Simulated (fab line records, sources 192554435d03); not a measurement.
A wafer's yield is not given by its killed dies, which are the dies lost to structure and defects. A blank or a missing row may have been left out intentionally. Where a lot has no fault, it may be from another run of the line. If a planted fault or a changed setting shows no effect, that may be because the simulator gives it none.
Chamber matching    flow n5 finfet    N5_MOL_CONTACT_COAG_ALD_133 on ald sin-04: 3 sister chambers
The step deposits SiO2, target thk 5 nm, pulse time 1 s, co reactant pulse time 1 s. 14 wafers are shown with their chamber, then 6 later ones without.

== EACH WAFER AND ITS CHAMBER ==
wafer   chamber  heater power w (W)  chamber pressure Torr (Torr)  precursor pulse height rel
L715.2  1        68                  1.993                         0.991
L715.3  2        81                  2.007                         0.954
L715.5  3        82                  1.998                         1.020
L723.1  2        83                  1.996                         1.027
L723.3  3        80                  2.003                         0.992
L723.4  1        66                  1.998                         0.993
L731.1  3        85                  1.999                         0.954
L731.2  2        83                  2.009                         1.018
L731.4  1        67                  2.006                         1.003
L734.1  1        66                  2.002                         1.016
L734.3  3        83                  2.002                         1.007
L734.6  2        82                  1.997                         0.966
L736.1  3        81                  1.999                         1.029
L736.2  1        67                  2.000                         0.982

SIGNATURES (averages over the wafers above)
reading                     chamber 1  chamber 2  chamber 3  scatter within a chamber
heater power w              66.80      82.25      82.20      1.36
chamber pressure Torr       1.99980    2.00225    2.00020    0.00473
precursor pulse height rel  0.99700    0.99125    1.00040    0.0272
Rule: a wafer's distance from a chamber is the root of the sum, over the readings, of the square of ((its reading less the chamber's mean) divided by the reading's scatter). If the next closest chamber is less than 2 further off than the closest, the wafer can't be placed; otherwise it belongs to the closest. The scatter is the square root of a quotient: the sum, over the shown wafers, of each reading's squared deviation from its chamber's mean, divided by wafers minus chambers.

== WAFERS MISSING THEIR CHAMBER ==
wafer   heater power w (W)  chamber pressure Torr (Torr)  precursor pulse height rel
L736.5  82                  2.004                         1.009
L738.2  83                  1.995                         1.005
L738.5  82                  2.001                         0.999
L738.6  79                  1.996                         0.996
L737.1  67                  2.000                         0.999
L737.6  67                  2.001                         1.014

== CHAMBER TAKEN BY EACH ==
wafer   from the rows above      in truth
L736.5  can't be placed: 2 or 3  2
L738.2  can't be placed: 3 or 2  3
L738.5  can't be placed: 3 or 2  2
L738.6  can't be placed: 3 or 2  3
L737.1  1                        1
L737.6  1                        1
Correct placement for 2 of the 6. Unplaceable from these rows: 4, with the true chamber sitting among the candidates in 4. Placed wrongly: 0.
